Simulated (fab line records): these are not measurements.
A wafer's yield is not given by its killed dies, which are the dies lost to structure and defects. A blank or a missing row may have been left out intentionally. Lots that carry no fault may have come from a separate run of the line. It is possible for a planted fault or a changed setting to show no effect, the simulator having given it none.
Which of the tools did it? / flow nand_harc / 24 lots with 72 wafers sampled at 6 steps, on a route of 1159 steps

## WHAT THE GAUGES SHOWED, per wafer
No reading from a measuring or inspecting step in the record can be judged against a usual standard deviation.

## TOOL THAT RAN EACH LOT (tool first, then ch and the chambers of the sampled wafers, then the start)
lot=L075; NHARC_A_STAIRCASE_ETCHBACK_416=rie_diel-02 ch 0,2, day 11 21:43 or earlier; NHARC_A_STAIRCASE_DEP_417=pecvd-01 ch 0,2, day 11 21:43; NHARC_A_STAIRCASE_DEP_322=pecvd-01 ch 0,1,2, day 12 16:51; NHARC_A_STAIRCASE_ETCHBACK_157=rie_diel-02 ch 1,2,3, day 13 14:28; NHARC_A_STAIRCASE_DEP_471=pecvd-01 ch 1,2, day 13 14:52; NHARC_A_STAIRCASE_CMP_472=cmp-02 ch 0,2,3, day 13 15:08
lot=L074; NHARC_A_STAIRCASE_ETCHBACK_416=rie_diel-01 ch 1,2,3, day 11 22:58 or earlier; NHARC_A_STAIRCASE_DEP_417=pecvd-03 ch 0,2, day 11 22:58; NHARC_A_STAIRCASE_DEP_322=pecvd-03 ch 0,1, day 12 16:56; NHARC_A_STAIRCASE_ETCHBACK_157=rie_diel-02 ch 0,1, day 13 14:19; NHARC_A_STAIRCASE_DEP_471=pecvd-01 ch 0,2, day 13 14:41; NHARC_A_STAIRCASE_CMP_472=cmp-03 ch 0,1,3, day 13 15:01
lot=L076; NHARC_A_STAIRCASE_ETCHBACK_416=rie_diel-08 ch 0,1,2, day 12 15:57 or earlier; NHARC_A_STAIRCASE_DEP_417=pecvd-03 ch 0,1,2, day 12 15:57; NHARC_A_STAIRCASE_DEP_322=pecvd-01 ch 1,2, day 13 12:32; NHARC_A_STAIRCASE_ETCHBACK_157=rie_diel-02 ch 2,3, day 14 11:49; NHARC_A_STAIRCASE_DEP_471=pecvd-03 ch 0,1, day 14 12:08; NHARC_A_STAIRCASE_CMP_472=cmp-02 ch 0,2,3, day 14 12:24
lot=L079; NHARC_A_STAIRCASE_ETCHBACK_416=rie_diel-02 ch 2,3, day 12 19:53 or earlier; NHARC_A_STAIRCASE_DEP_417=pecvd-04 ch 0,1,2, day 12 19:53; NHARC_A_STAIRCASE_DEP_322=pecvd-04 ch 1,2, day 13 17:34; NHARC_A_STAIRCASE_ETCHBACK_157=rie_diel-02 ch 0,1,3, day 14 13:59; NHARC_A_STAIRCASE_DEP_471=pecvd-01 ch 0,1,2, day 14 14:22; NHARC_A_STAIRCASE_CMP_472=cmp-04 ch 2,3, day 14 14:36
lot=L077; NHARC_A_STAIRCASE_ETCHBACK_416=rie_diel-08 ch 0,1,3, day 12 21:34 or earlier; NHARC_A_STAIRCASE_DEP_417=pecvd-03 ch 1,2, day 12 21:34; NHARC_A_STAIRCASE_DEP_322=pecvd-01 ch 0,2, day 13 17:12; NHARC_A_STAIRCASE_ETCHBACK_157=rie_diel-08 ch 0,1,2, day 14 12:11; NHARC_A_STAIRCASE_DEP_471=pecvd-03 ch 0,1, day 14 12:26; NHARC_A_STAIRCASE_CMP_472=cmp-04 ch 1,2,3, day 14 12:43
lot=L078; NHARC_A_STAIRCASE_ETCHBACK_416=rie_diel-08 ch 1,2, day 13 03:08 or earlier; NHARC_A_STAIRCASE_DEP_417=pecvd-04 ch 0,1, day 13 03:08; NHARC_A_STAIRCASE_DEP_322=pecvd-04 ch 0,2, day 14 00:36; NHARC_A_STAIRCASE_ETCHBACK_157=rie_diel-01 ch 1,3, day 14 22:51; NHARC_A_STAIRCASE_DEP_471=pecvd-03 ch 0,1,2, day 14 23:11; NHARC_A_STAIRCASE_CMP_472=cmp-03 ch 1,2,3, day 14 23:28
lot=L080; NHARC_A_STAIRCASE_ETCHBACK_416=rie_diel-08 ch 1,2, day 13 06:13 or earlier; NHARC_A_STAIRCASE_DEP_417=pecvd-01 ch 0,2, day 13 06:13; NHARC_A_STAIRCASE_DEP_322=pecvd-03 ch 0,1,2, day 14 00:38; NHARC_A_STAIRCASE_ETCHBACK_157=rie_diel-08 ch 1,2,3, day 15 00:18; NHARC_A_STAIRCASE_DEP_471=pecvd-04 ch 1,2, day 15 00:41; NHARC_A_STAIRCASE_CMP_472=cmp-03 ch 0,3, day 15 00:58
lot=L081; NHARC_A_STAIRCASE_ETCHBACK_416=rie_diel-02 ch 1,2,3, day 13 21:17 or earlier; NHARC_A_STAIRCASE_DEP_417=pecvd-04 ch 1,2, day 13 21:17; NHARC_A_STAIRCASE_DEP_322=pecvd-01 ch 0,2, day 14 16:23; NHARC_A_STAIRCASE_ETCHBACK_157=rie_diel-08 ch 1,2, day 15 14:23; NHARC_A_STAIRCASE_DEP_471=pecvd-03 ch 0,1,2, day 15 14:41; NHARC_A_STAIRCASE_CMP_472=cmp-04 ch 1,3, day 15 14:55
lot=L082; NHARC_A_STAIRCASE_ETCHBACK_416=rie_diel-02 ch 1,3, day 14 03:10 or earlier; NHARC_A_STAIRCASE_DEP_417=pecvd-04 ch 0,1,2, day 14 03:10; NHARC_A_STAIRCASE_DEP_322=pecvd-04 ch 1,2, day 15 07:04; NHARC_A_STAIRCASE_ETCHBACK_157=rie_diel-08 ch 0,1, day 16 06:15; NHARC_A_STAIRCASE_DEP_471=pecvd-04 ch 1,2, day 16 07:02; NHARC_A_STAIRCASE_CMP_472=cmp-04 ch 1,3, day 16 07:20
lot=L083; NHARC_A_STAIRCASE_ETCHBACK_416=rie_diel-08 ch 0,3, day 14 09:22 or earlier; NHARC_A_STAIRCASE_DEP_417=pecvd-01 ch 1,2, day 14 09:22; NHARC_A_STAIRCASE_DEP_322=pecvd-01 ch 1,2, day 15 06:44; NHARC_A_STAIRCASE_ETCHBACK_157=rie_diel-01 ch 0,2,3, day 16 06:58; NHARC_A_STAIRCASE_DEP_471=pecvd-04 ch 1,2, day 16 07:31; NHARC_A_STAIRCASE_CMP_472=cmp-03 ch 0,2, day 16 07:48
lot=L086; NHARC_A_STAIRCASE_ETCHBACK_416=rie_diel-01 ch 0,2,3, day 14 22:58; NHARC_A_STAIRCASE_DEP_417=pecvd-04 ch 0,1,2, day 14 23:23; NHARC_A_STAIRCASE_DEP_322=pecvd-04 ch 1,2, day 15 18:36; NHARC_A_STAIRCASE_ETCHBACK_157=rie_diel-01 ch 0,2,3, day 16 18:37; NHARC_A_STAIRCASE_DEP_471=pecvd-01 ch 0,2, day 16 19:16; NHARC_A_STAIRCASE_CMP_472=cmp-02 ch 0,2,3, day 16 19:32
lot=L084; NHARC_A_STAIRCASE_ETCHBACK_416=rie_diel-02 ch 0,2,3, day 15 05:28 or earlier; NHARC_A_STAIRCASE_DEP_417=pecvd-01 ch 0,1,2, day 15 05:28; NHARC_A_STAIRCASE_DEP_322=pecvd-03 ch 0,2, day 16 06:12; NHARC_A_STAIRCASE_ETCHBACK_157=rie_diel-02 ch 1,2,3, day 17 05:02; NHARC_A_STAIRCASE_DEP_471=pecvd-04 ch 0,1, day 17 05:20; NHARC_A_STAIRCASE_CMP_472=cmp-04 ch 0,2,3, day 17 05:49
lot=L085; NHARC_A_STAIRCASE_ETCHBACK_416=rie_diel-01 ch 0,1,3, day 15 05:44 or earlier; NHARC_A_STAIRCASE_DEP_417=pecvd-03 ch 0,1, day 15 05:44; NHARC_A_STAIRCASE_DEP_322=pecvd-04 ch 0,1,2, day 16 06:28; NHARC_A_STAIRCASE_ETCHBACK_157=rie_diel-02 ch 0,1,3, day 17 06:53; NHARC_A_STAIRCASE_DEP_471=pecvd-01 ch 0,1,2, day 17 07:13; NHARC_A_STAIRCASE_CMP_472=cmp-02 ch 0,1,2, day 17 07:29
lot=L087; NHARC_A_STAIRCASE_ETCHBACK_416=rie_diel-02 ch 0,2,3, day 15 07:37 or earlier; NHARC_A_STAIRCASE_DEP_417=pecvd-03 ch 0,1,2, day 15 07:37; NHARC_A_STAIRCASE_DEP_322=pecvd-01 ch 0,1,2, day 16 06:12; NHARC_A_STAIRCASE_ETCHBACK_157=rie_diel-01 ch 0,1,2, day 17 05:15; NHARC_A_STAIRCASE_DEP_471=pecvd-01 ch 0,1,2, day 17 05:32; NHARC_A_STAIRCASE_CMP_472=cmp-02 ch 0,1,3, day 17 05:48
lot=L090; NHARC_A_STAIRCASE_ETCHBACK_416=rie_diel-02 ch 1,2,3, day 15 16:11 or earlier; NHARC_A_STAIRCASE_DEP_417=pecvd-04 ch 1,2, day 15 16:11; NHARC_A_STAIRCASE_DEP_322=pecvd-01 ch 0,2, day 17 02:12; NHARC_A_STAIRCASE_ETCHBACK_157=rie_diel-01 ch 0,3, day 17 22:11; NHARC_A_STAIRCASE_DEP_471=pecvd-01 ch 0,1, day 17 22:28; NHARC_A_STAIRCASE_CMP_472=cmp-03 ch 0,2,3, day 17 22:44
lot=L089; NHARC_A_STAIRCASE_ETCHBACK_416=rie_diel-01 ch 0,1,2, day 15 19:21; NHARC_A_STAIRCASE_DEP_417=pecvd-04 ch 0,1, day 15 19:31; NHARC_A_STAIRCASE_DEP_322=pecvd-03 ch 0,1,2, day 17 01:38; NHARC_A_STAIRCASE_ETCHBACK_157=rie_diel-02 ch 2,3, day 17 23:13; NHARC_A_STAIRCASE_DEP_471=pecvd-04 ch 0,1,2, day 17 23:32; NHARC_A_STAIRCASE_CMP_472=cmp-02 ch 0,2, day 17 23:48
lot=L088; NHARC_A_STAIRCASE_ETCHBACK_416=rie_diel-02 ch 0,1,3, day 15 22:04 or earlier; NHARC_A_STAIRCASE_DEP_417=pecvd-03 ch 0,1, day 15 22:04; NHARC_A_STAIRCASE_DEP_322=pecvd-01 ch 0,1, day 17 01:32; NHARC_A_STAIRCASE_ETCHBACK_157=rie_diel-08 ch 0,1,3, day 17 21:56; NHARC_A_STAIRCASE_DEP_471=pecvd-03 ch 0,1, day 17 22:13; NHARC_A_STAIRCASE_CMP_472=cmp-04 ch 2,3, day 17 22:29
lot=L091; NHARC_A_STAIRCASE_ETCHBACK_416=rie_diel-02 ch 1,3, day 16 04:14 or earlier; NHARC_A_STAIRCASE_DEP_417=pecvd-04 ch 1,2, day 16 04:14; NHARC_A_STAIRCASE_DEP_322=pecvd-03 ch 0,2, day 17 02:19; NHARC_A_STAIRCASE_ETCHBACK_157=rie_diel-02 ch 2,3, day 18 00:04; NHARC_A_STAIRCASE_DEP_471=pecvd-04 ch 0,1,2, day 18 00:22; NHARC_A_STAIRCASE_CMP_472=cmp-03 ch 0,1,2, day 18 00:38
lot=L092; NHARC_A_STAIRCASE_ETCHBACK_416=rie_diel-02 ch 0,1,3, day 16 07:13 or earlier; NHARC_A_STAIRCASE_DEP_417=pecvd-03 ch 0,1, day 16 07:13; NHARC_A_STAIRCASE_DEP_322=pecvd-03 ch 0,1,2, day 17 01:15; NHARC_A_STAIRCASE_ETCHBACK_157=rie_diel-02 ch 0,1,3, day 17 21:38; NHARC_A_STAIRCASE_DEP_471=pecvd-01 ch 0,1,2, day 17 21:56; NHARC_A_STAIRCASE_CMP_472=cmp-04 ch 0,1,2, day 17 22:15
lot=L093; NHARC_A_STAIRCASE_ETCHBACK_416=rie_diel-01 ch 1,2,3, day 16 12:55 or earlier; NHARC_A_STAIRCASE_DEP_417=pecvd-04 ch 0,1, day 16 12:55; NHARC_A_STAIRCASE_DEP_322=pecvd-01 ch 0,2, day 17 08:01; NHARC_A_STAIRCASE_ETCHBACK_157=rie_diel-08 ch 0,2,3, day 18 02:57; NHARC_A_STAIRCASE_DEP_471=pecvd-03 ch 0,1, day 18 03:13; NHARC_A_STAIRCASE_CMP_472=cmp-02 ch 0,1, day 18 03:29
lot=L095; NHARC_A_STAIRCASE_ETCHBACK_416=rie_diel-08 ch 0,1,2, day 17 03:19 or earlier; NHARC_A_STAIRCASE_DEP_417=pecvd-03 ch 1,2, day 17 03:19; NHARC_A_STAIRCASE_DEP_322=pecvd-03 ch 0,1,2, day 18 01:17; NHARC_A_STAIRCASE_ETCHBACK_157=rie_diel-08 ch 0,1,3, day 18 23:35; NHARC_A_STAIRCASE_DEP_471=pecvd-04 ch 0,1,2, day 19 00:08; NHARC_A_STAIRCASE_CMP_472=cmp-03 ch 2,3, day 19 00:23
lot=L094; NHARC_A_STAIRCASE_ETCHBACK_416=rie_diel-01 ch 0,1,2, day 17 03:53 or earlier; NHARC_A_STAIRCASE_DEP_417=pecvd-03 ch 0,2, day 17 03:53; NHARC_A_STAIRCASE_DEP_322=pecvd-01 ch 1,2, day 18 01:22; NHARC_A_STAIRCASE_ETCHBACK_157=rie_diel-01 ch 1,2, day 18 22:56; NHARC_A_STAIRCASE_DEP_471=pecvd-01 ch 0,1,2, day 18 23:29; NHARC_A_STAIRCASE_CMP_472=cmp-02 ch 0,1, day 18 23:46
lot=L096; NHARC_A_STAIRCASE_ETCHBACK_416=rie_diel-08 ch 0,1,2, day 17 13:46 or earlier; NHARC_A_STAIRCASE_DEP_417=pecvd-03 ch 0,1, day 17 13:46; NHARC_A_STAIRCASE_DEP_322=pecvd-04 ch 0,2, day 18 11:17; NHARC_A_STAIRCASE_ETCHBACK_157=rie_diel-08 ch 0,1,2, day 19 10:59; NHARC_A_STAIRCASE_DEP_471=pecvd-01 ch 0,1, day 19 11:18; NHARC_A_STAIRCASE_CMP_472=cmp-04 ch 1,2,3, day 19 11:34
lot=L097; NHARC_A_STAIRCASE_ETCHBACK_416=rie_diel-08 ch 0,1, day 17 19:53 or earlier; NHARC_A_STAIRCASE_DEP_417=pecvd-04 ch 0,1, day 17 19:53; NHARC_A_STAIRCASE_DEP_322=pecvd-04 ch 0,2, day 18 15:29; NHARC_A_STAIRCASE_ETCHBACK_157=rie_diel-01 ch 1,3, day 19 11:17; NHARC_A_STAIRCASE_DEP_471=pecvd-01 ch 0,1,2, day 19 11:35; NHARC_A_STAIRCASE_CMP_472=cmp-04 ch 0,1,2, day 19 11:53
- NHARC_A_STAIRCASE_ETCHBACK_416: etches the open film in C4F8/O2/Ar, target depth 36 nm, time 7.2 s.
- NHARC_A_STAIRCASE_DEP_417: deposits Si3N4, target thk 60 nm.
- NHARC_A_STAIRCASE_DEP_322: deposits SiO2, target thk 3800 nm.
- NHARC_A_STAIRCASE_ETCHBACK_157: etches the open film in CH3F/O2, target depth 90 nm, time 167.14 s.
- NHARC_A_STAIRCASE_DEP_471: deposits SiO2, target thk 100 nm.
- NHARC_A_STAIRCASE_CMP_472: polishes SiO2.

## AS READ BY THE TOOLS THEMSELVES (means over the sampled wafers that have a number; for cases with no such wafer, the mark the record gives instead)
NHARC_A_STAIRCASE_ETCHBACK_416.
lot=L075; tool=rie_diel-02; oes_product_au (a.u.)=0.927; rf_vpp_V (V)=728
lot=L074; tool=rie_diel-01; oes_product_au (a.u.)=1.011; rf_vpp_V (V)=723
lot=L076; tool=rie_diel-08; oes_product_au (a.u.)=0.996; rf_vpp_V (V)=721
lot=L079; tool=rie_diel-02; oes_product_au (a.u.)=0.918; rf_vpp_V (V)=721
lot=L077; tool=rie_diel-08; oes_product_au (a.u.)=0.923; rf_vpp_V (V)=724
lot=L078; tool=rie_diel-08; oes_product_au (a.u.)=0.924; rf_vpp_V (V)=720
lot=L080; tool=rie_diel-08; oes_product_au (a.u.)=0.929; rf_vpp_V (V)=720
lot=L081; tool=rie_diel-02; oes_product_au (a.u.)=0.924; rf_vpp_V (V)=720
lot=L082; tool=rie_diel-02; oes_product_au (a.u.)=0.927; rf_vpp_V (V)=718
lot=L083; tool=rie_diel-08; oes_product_au (a.u.)=0.933; rf_vpp_V (V)=726
lot=L086; tool=rie_diel-01; oes_product_au (a.u.)=0.905; rf_vpp_V (V)=726
lot=L084; tool=rie_diel-02; oes_product_au (a.u.)=0.928; rf_vpp_V (V)=724
lot=L085; tool=rie_diel-01; oes_product_au (a.u.)=0.917; rf_vpp_V (V)=726
lot=L087; tool=rie_diel-02; oes_product_au (a.u.)=1.002; rf_vpp_V (V)=725
lot=L090; tool=rie_diel-02; oes_product_au (a.u.)=0.925; rf_vpp_V (V)=721
lot=L089; tool=rie_diel-01; oes_product_au (a.u.)=0.927; rf_vpp_V (V)=724
lot=L088; tool=rie_diel-02; oes_product_au (a.u.)=0.924; rf_vpp_V (V)=722
lot=L091; tool=rie_diel-02; oes_product_au (a.u.)=0.966; rf_vpp_V (V)=718
lot=L092; tool=rie_diel-02; oes_product_au (a.u.)=0.922; rf_vpp_V (V)=723
lot=L093; tool=rie_diel-01; oes_product_au (a.u.)=0.946; rf_vpp_V (V)=723
lot=L095; tool=rie_diel-08; oes_product_au (a.u.)=0.922; rf_vpp_V (V)=726
lot=L094; tool=rie_diel-01; oes_product_au (a.u.)=0.915; rf_vpp_V (V)=724
lot=L096; tool=rie_diel-08; oes_product_au (a.u.)=0.919; rf_vpp_V (V)=725
lot=L097; tool=rie_diel-08; oes_product_au (a.u.)=0.917; rf_vpp_V (V)=723

NHARC_A_STAIRCASE_DEP_417.
lot=L075; tool=pecvd-01; heater_power_w (W)=733
lot=L074; tool=pecvd-03; heater_power_w (W)=722
lot=L076; tool=pecvd-03; heater_power_w (W)=768
lot=L079; tool=pecvd-04; heater_power_w (W)=769
lot=L077; tool=pecvd-03; heater_power_w (W)=717
lot=L078; tool=pecvd-04; heater_power_w (W)=670
lot=L080; tool=pecvd-01; heater_power_w (W)=755
lot=L081; tool=pecvd-04; heater_power_w (W)=873
lot=L082; tool=pecvd-04; heater_power_w (W)=821
lot=L083; tool=pecvd-01; heater_power_w (W)=655
lot=L086; tool=pecvd-04; heater_power_w (W)=736
lot=L084; tool=pecvd-01; heater_power_w (W)=732
lot=L085; tool=pecvd-03; heater_power_w (W)=760
lot=L087; tool=pecvd-03; heater_power_w (W)=699
lot=L090; tool=pecvd-04; heater_power_w (W)=876
lot=L089; tool=pecvd-04; heater_power_w (W)=661
lot=L088; tool=pecvd-03; heater_power_w (W)=791
lot=L091; tool=pecvd-04; heater_power_w (W)=906
lot=L092; tool=pecvd-03; heater_power_w (W)=758
lot=L093; tool=pecvd-04; heater_power_w (W)=821
lot=L095; tool=pecvd-03; heater_power_w (W)=777
lot=L094; tool=pecvd-03; heater_power_w (W)=773
lot=L096; tool=pecvd-03; heater_power_w (W)=818
lot=L097; tool=pecvd-04; heater_power_w (W)=698

NHARC_A_STAIRCASE_DEP_322.
lot=L075; tool=pecvd-01; heater_power_w (W)=685
lot=L074; tool=pecvd-03; heater_power_w (W)=710
lot=L076; tool=pecvd-01; heater_power_w (W)=604
lot=L079; tool=pecvd-04; heater_power_w (W)=810
lot=L077; tool=pecvd-01; heater_power_w (W)=631
lot=L078; tool=pecvd-04; heater_power_w (W)=562
lot=L080; tool=pecvd-03; heater_power_w (W)=632
lot=L081; tool=pecvd-01; heater_power_w (W)=637
lot=L082; tool=pecvd-04; heater_power_w (W)=847
lot=L083; tool=pecvd-01; heater_power_w (W)=668
lot=L086; tool=pecvd-04; heater_power_w (W)=832
lot=L084; tool=pecvd-03; heater_power_w (W)=723
lot=L085; tool=pecvd-04; heater_power_w (W)=732
lot=L087; tool=pecvd-01; heater_power_w (W)=672
lot=L090; tool=pecvd-01; heater_power_w (W)=643
lot=L089; tool=pecvd-03; heater_power_w (W)=639
lot=L088; tool=pecvd-01; heater_power_w (W)=680
lot=L091; tool=pecvd-03; heater_power_w (W)=685
lot=L092; tool=pecvd-03; heater_power_w (W)=659
lot=L093; tool=pecvd-01; heater_power_w (W)=643
lot=L095; tool=pecvd-03; heater_power_w (W)=670
lot=L094; tool=pecvd-01; heater_power_w (W)=630
lot=L096; tool=pecvd-04; heater_power_w (W)=648
lot=L097; tool=pecvd-04; heater_power_w (W)=573

NHARC_A_STAIRCASE_ETCHBACK_157.
lot=L075; tool=rie_diel-02; drypump_motor_current_A (A)=6.1; oes_product_au (a.u.)=0.96; rf_vpp_V (V)=243.6; showerhead_plenum_p_Torr (Torr)=2.39; throttle_valve_pct (%)=20.669
lot=L074; tool=rie_diel-02; drypump_motor_current_A (A)=5.1; oes_product_au (a.u.)=0.98; rf_vpp_V (V)=243.7; showerhead_plenum_p_Torr (Torr)=2.43; throttle_valve_pct (%)=20.666
lot=L076; tool=rie_diel-02; drypump_motor_current_A (A)=6.6; oes_product_au (a.u.)=1.00; rf_vpp_V (V)=243.8; showerhead_plenum_p_Torr (Torr)=2.40; throttle_valve_pct (%)=20.663
lot=L079; tool=rie_diel-02; drypump_motor_current_A (A)=5.6; oes_product_au (a.u.)=1.00; rf_vpp_V (V)=244.0; showerhead_plenum_p_Torr (Torr)=2.43; throttle_valve_pct (%)=20.659
lot=L077; tool=rie_diel-08; drypump_motor_current_A (A)=5.5; oes_product_au (a.u.)=1.00; rf_vpp_V (V)=245.6; showerhead_plenum_p_Torr (Torr)=2.52; throttle_valve_pct (%)=20.662
lot=L078; tool=rie_diel-01; drypump_motor_current_A (A)=5.4; oes_product_au (a.u.)=1.00; rf_vpp_V (V)=243.6; showerhead_plenum_p_Torr (Torr)=2.48; throttle_valve_pct (%)=20.678
lot=L080; tool=rie_diel-08; drypump_motor_current_A (A)=5.6; oes_product_au (a.u.)=0.97; rf_vpp_V (V)=245.6; showerhead_plenum_p_Torr (Torr)=2.53; throttle_valve_pct (%)=20.663
lot=L081; tool=rie_diel-08; drypump_motor_current_A (A)=5.3; oes_product_au (a.u.)=1.00; rf_vpp_V (V)=244.4; showerhead_plenum_p_Torr (Torr)=2.48; throttle_valve_pct (%)=20.673
lot=L082; tool=rie_diel-08; drypump_motor_current_A (A)=5.5; oes_product_au (a.u.)=0.92; rf_vpp_V (V)=245.1; showerhead_plenum_p_Torr (Torr)=2.46; throttle_valve_pct (%)=20.670
lot=L083; tool=rie_diel-01; drypump_motor_current_A (A)=5.5; oes_product_au (a.u.)=0.99; rf_vpp_V (V)=245.4; showerhead_plenum_p_Torr (Torr)=2.52; throttle_valve_pct (%)=20.668
lot=L086; tool=rie_diel-01; drypump_motor_current_A (A)=5.5; oes_product_au (a.u.)=0.99; rf_vpp_V (V)=244.5; showerhead_plenum_p_Torr (Torr)=2.52; throttle_valve_pct (%)=20.663
lot=L084; tool=rie_diel-02; drypump_motor_current_A (A)=6.1; oes_product_au (a.u.)=0.92; rf_vpp_V (V)=242.3; showerhead_plenum_p_Torr (Torr)=2.38; throttle_valve_pct (%)=20.662
lot=L085; tool=rie_diel-02; drypump_motor_current_A (A)=5.6; oes_product_au (a.u.)=1.00; rf_vpp_V (V)=243.7; showerhead_plenum_p_Torr (Torr)=2.42; throttle_valve_pct (%)=20.668
lot=L087; tool=rie_diel-01; drypump_motor_current_A (A)=5.7; oes_product_au (a.u.)=0.91; rf_vpp_V (V)=244.8; showerhead_plenum_p_Torr (Torr)=2.50; throttle_valve_pct (%)=20.656
lot=L090; tool=rie_diel-01; drypump_motor_current_A (A)=5.3; oes_product_au (a.u.)=0.93; rf_vpp_V (V)=244.8; showerhead_plenum_p_Torr (Torr)=2.54; throttle_valve_pct (%)=20.667
lot=L089; tool=rie_diel-02; drypump_motor_current_A (A)=6.6; oes_product_au (a.u.)=1.00; rf_vpp_V (V)=243.5; showerhead_plenum_p_Torr (Torr)=2.39; throttle_valve_pct (%)=20.663
lot=L088; tool=rie_diel-08; drypump_motor_current_A (A)=5.6; oes_product_au (a.u.)=0.99; rf_vpp_V (V)=243.9; showerhead_plenum_p_Torr (Torr)=2.47; throttle_valve_pct (%)=20.666
lot=L091; tool=rie_diel-02; drypump_motor_current_A (A)=6.5; oes_product_au (a.u.)=0.97; rf_vpp_V (V)=244.0; showerhead_plenum_p_Torr (Torr)=2.44; throttle_valve_pct (%)=20.661
lot=L092; tool=rie_diel-02; drypump_motor_current_A (A)=5.6; oes_product_au (a.u.)=0.92; rf_vpp_V (V)=243.1; showerhead_plenum_p_Torr (Torr)=2.42; throttle_valve_pct (%)=20.657
lot=L093; tool=rie_diel-08; drypump_motor_current_A (A)=5.7; oes_product_au (a.u.)=0.95; rf_vpp_V (V)=246.1; showerhead_plenum_p_Torr (Torr)=2.55; throttle_valve_pct (%)=20.662
lot=L095; tool=rie_diel-08; drypump_motor_current_A (A)=5.6; oes_product_au (a.u.)=0.92; rf_vpp_V (V)=244.0; showerhead_plenum_p_Torr (Torr)=2.46; throttle_valve_pct (%)=20.672
lot=L094; tool=rie_diel-01; drypump_motor_current_A (A)=5.5; oes_product_au (a.u.)=0.96; rf_vpp_V (V)=244.3; showerhead_plenum_p_Torr (Torr)=2.42; throttle_valve_pct (%)=20.656
lot=L096; tool=rie_diel-08; drypump_motor_current_A (A)=5.5; oes_product_au (a.u.)=0.99; rf_vpp_V (V)=244.8; showerhead_plenum_p_Torr (Torr)=2.50; throttle_valve_pct (%)=20.670
lot=L097; tool=rie_diel-01; drypump_motor_current_A (A)=5.2; oes_product_au (a.u.)=1.00; rf_vpp_V (V)=244.4; showerhead_plenum_p_Torr (Torr)=2.48; throttle_valve_pct (%)=20.667

NHARC_A_STAIRCASE_DEP_471.
lot=L075; tool=pecvd-01; heater_power_w (W)=470; throttle_valve_pct (%)=16.3
lot=L074; tool=pecvd-01; heater_power_w (W)=511; throttle_valve_pct (%)=16.0
lot=L076; tool=pecvd-03; heater_power_w (W)=635; throttle_valve_pct (%)=15.8
lot=L079; tool=pecvd-01; heater_power_w (W)=574; throttle_valve_pct (%)=16.0
lot=L077; tool=pecvd-03; heater_power_w (W)=612; throttle_valve_pct (%)=15.8
lot=L078; tool=pecvd-03; heater_power_w (W)=621; throttle_valve_pct (%)=16.0
lot=L080; tool=pecvd-04; heater_power_w (W)=728; throttle_valve_pct (%)=16.1
lot=L081; tool=pecvd-03; heater_power_w (W)=562; throttle_valve_pct (%)=16.3
lot=L082; tool=pecvd-04; heater_power_w (W)=706; throttle_valve_pct (%)=16.2
lot=L083; tool=pecvd-04; heater_power_w (W)=758; throttle_valve_pct (%)=16.2
lot=L086; tool=pecvd-01; heater_power_w (W)=499; throttle_valve_pct (%)=16.1
lot=L084; tool=pecvd-04; heater_power_w (W)=540; throttle_valve_pct (%)=15.8
lot=L085; tool=pecvd-01; heater_power_w (W)=561; throttle_valve_pct (%)=16.2
lot=L087; tool=pecvd-01; heater_power_w (W)=529; throttle_valve_pct (%)=16.2
lot=L090; tool=pecvd-01; heater_power_w (W)=523; throttle_valve_pct (%)=16.5
lot=L089; tool=pecvd-04; heater_power_w (W)=568; throttle_valve_pct (%)=16.0
lot=L088; tool=pecvd-03; heater_power_w (W)=568; throttle_valve_pct (%)=15.8
lot=L091; tool=pecvd-04; heater_power_w (W)=641; throttle_valve_pct (%)=16.0
lot=L092; tool=pecvd-01; heater_power_w (W)=562; throttle_valve_pct (%)=16.1
lot=L093; tool=pecvd-03; heater_power_w (W)=612; throttle_valve_pct (%)=16.1
lot=L095; tool=pecvd-04; heater_power_w (W)=592; throttle_valve_pct (%)=16.0
lot=L094; tool=pecvd-01; heater_power_w (W)=480; throttle_valve_pct (%)=16.1
lot=L096; tool=pecvd-01; heater_power_w (W)=560; throttle_valve_pct (%)=15.8
lot=L097; tool=pecvd-01; heater_power_w (W)=561; throttle_valve_pct (%)=16.0

NHARC_A_STAIRCASE_CMP_472.
lot=L075; tool=cmp-02; motor_current_A (A)=12.3
lot=L074; tool=cmp-03; motor_current_A (A)=11.6
lot=L076; tool=cmp-02; motor_current_A (A)=12.3
lot=L079; tool=cmp-04; motor_current_A (A)=13.7
lot=L077; tool=cmp-04; motor_current_A (A)=13.7
lot=L078; tool=cmp-03; motor_current_A (A)=11.8
lot=L080; tool=cmp-03; motor_current_A (A)=11.3
lot=L081; tool=cmp-04; motor_current_A (A)=13.3
lot=L082; tool=cmp-04; motor_current_A (A)=13.5
lot=L083; tool=cmp-03; motor_current_A (A)=11.4
lot=L086; tool=cmp-02; motor_current_A (A)=12.1
lot=L084; tool=cmp-04; motor_current_A (A)=13.2
lot=L085; tool=cmp-02; motor_current_A (A)=11.9
lot=L087; tool=cmp-02; motor_current_A (A)=12.6
lot=L090; tool=cmp-03; motor_current_A (A)=11.6
lot=L089; tool=cmp-02; motor_current_A (A)=11.8
lot=L088; tool=cmp-04; motor_current_A (A)=13.6
lot=L091; tool=cmp-03; motor_current_A (A)=11.7
lot=L092; tool=cmp-04; motor_current_A (A)=12.9
lot=L093; tool=cmp-02; motor_current_A (A)=12.4
lot=L095; tool=cmp-03; motor_current_A (A)=11.2
lot=L094; tool=cmp-02; motor_current_A (A)=13.5
lot=L096; tool=cmp-04; motor_current_A (A)=13.5
lot=L097; tool=cmp-04; motor_current_A (A)=12.5

## THE ANSWER, worked out from the rows above alone
Rule: usual is defined by the lots themselves. Put in order of their means at a reading, lots are off if they are a third of the lots or fewer, leave a main group of 4 or more, and stand apart from it by a gap of 3 or more times the standard deviation of the main group's means; of several such gaps the widest counts. If all means in a main group match to the digits the tables above print for the reading, that group is not used. A lot without any number at a reading at which 4 lots or more have one is off too. The other lots that the step has rows for count as sound. Order of review: gauges by route order, followed by the tools' own readings, for which a lot's mean as printed above is used. The first step at which some lot is off is used, and at that step the reading that is off furthest; a lot without a number counts as furthest.
No lot is off at any reading shown: from this, nothing can be told.

## WHAT THE SIMULATOR PUT IN
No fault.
